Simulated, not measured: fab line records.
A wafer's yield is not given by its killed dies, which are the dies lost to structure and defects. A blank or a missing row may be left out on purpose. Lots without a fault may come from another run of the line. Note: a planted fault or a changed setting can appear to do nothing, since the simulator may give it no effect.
Which tool was responsible? | flow nand-harc | 11 lots, 33 wafers sampled, at 3 steps of a route of 1302

WHAT THE GAUGES SHOWED, per wafer
NHARC_A_CHANNEL_HOLE_D1_INSPECT_40.
lot  | measured     | on                | raw-defect-count
L616 | day 8 14:07  | defect-inspect-01 | 113 129 102
L617 | day 9 06:37  | defect-inspect-02 | 58 54 54
L621 | day 11 00:30 | defect-inspect-02 | 346 305 299
L622 | day 11 10:05 | defect-inspect-01 | 332 312 301
L631 | day 14 20:02 | defect-inspect-02 | 91 119 97
L630 | day 15 00:11 | defect-inspect-01 | 98 93 122
L633 | day 15 17:49 | defect-inspect-01 | 127 120 117
L634 | day 16 08:15 | defect-inspect-01 | 102 122 112
L635 | day 16 12:55 | defect-inspect-02 | 107 75 85
L637 | day 17 14:27 | defect-inspect-01 | 66 74 81
L639 | day 18 14:30 | defect-inspect-01 | 27 27 43

WHAT TOOL EACH LOT RAN ON (gives the tool, then ch and the chambers of the sampled wafers, and finally the start)
lot  | NHARC_A_CHANNEL_HOLE_D1_ETCH_39    | NHARC_A_CHANNEL_HOLE_D1_ETCH_21
L616 | rie-diel-06 ch 0,1,3, day 8 07:06  | har-etch-02 ch 0,1, day 8 08:34
L617 | rie-diel-02 ch 2,3, day 8 21:36    | har-etch-01 ch 0,1, day 9 01:19
L621 | rie-diel-02 ch 0,1,2, day 10 17:50 | har-etch-01 ch 0,1, day 10 19:18
L622 | rie-diel-02 ch 0,1,3, day 11 02:02 | har-etch-01 ch 0,1, day 11 04:51
L631 | rie-diel-02 ch 0,1,3, day 14 13:09 | har-etch-02 ch 0,1, day 14 14:47
L630 | rie-diel-02 ch 0,2,3, day 14 15:08 | har-etch-02 ch 0, day 14 18:59
L633 | rie-diel-06 ch 1,3, day 15 11:01   | har-etch-02 ch 0,1, day 15 12:31
L634 | rie-diel-02 ch 0,3, day 16 01:14   | har-etch-02 ch 0,1, day 16 02:38
L635 | rie-diel-02 ch 0,1,3, day 16 06:12 | har-etch-02 ch 0,1, day 16 07:37
L637 | rie-diel-02 ch 1,2,3, day 17 07:42 | har-etch-01 ch 0,1, day 17 09:06
L639 | rie-diel-02 ch 1,2, day 18 07:46   | har-etch-02 ch 0,1, day 18 09:21
- NHARC_A_CHANNEL_HOLE_D1_ETCH_39: etches the open film in N2/H2, target depth 260 nm, time 325 s.
- NHARC_A_CHANNEL_HOLE_D1_ETCH_21: etches the open film in C4F8/O2/Ar, time 514.3 s, target depth 1600 nm.

THE ANSWER, worked out from the rows above alone
Rule: what is usual is taken from the lots themselves. The widest of any qualifying gaps counts: lots, ordered by their means at a reading, are off when they make up no more than a third of the lots, leave a main group of 4 or more, and stand apart from it by 3 or more times the standard deviation of that group's means. A main group whose means are all the same, to the digits that the tables above print for the reading, isn't used. A lot without any number at a reading at which 4 lots or more have one is off too. Any other lot the step has rows for is counted as sound.
Off, at NHARC_A_CHANNEL_HOLE_D1_INSPECT_40 on raw-defect-count: L621, L622. For the main group the mean is 89 and the standard deviation 28.
A tool fits if, at a process step before that reading, it ran every lot that is off, and no sound lot after the first of them. Those tools and the gauges at NHARC_A_CHANNEL_HOLE_D1_INSPECT_40 are tried in the same way. No candidate that was tried fits.

WHAT THE SIMULATOR HAD INSERTED
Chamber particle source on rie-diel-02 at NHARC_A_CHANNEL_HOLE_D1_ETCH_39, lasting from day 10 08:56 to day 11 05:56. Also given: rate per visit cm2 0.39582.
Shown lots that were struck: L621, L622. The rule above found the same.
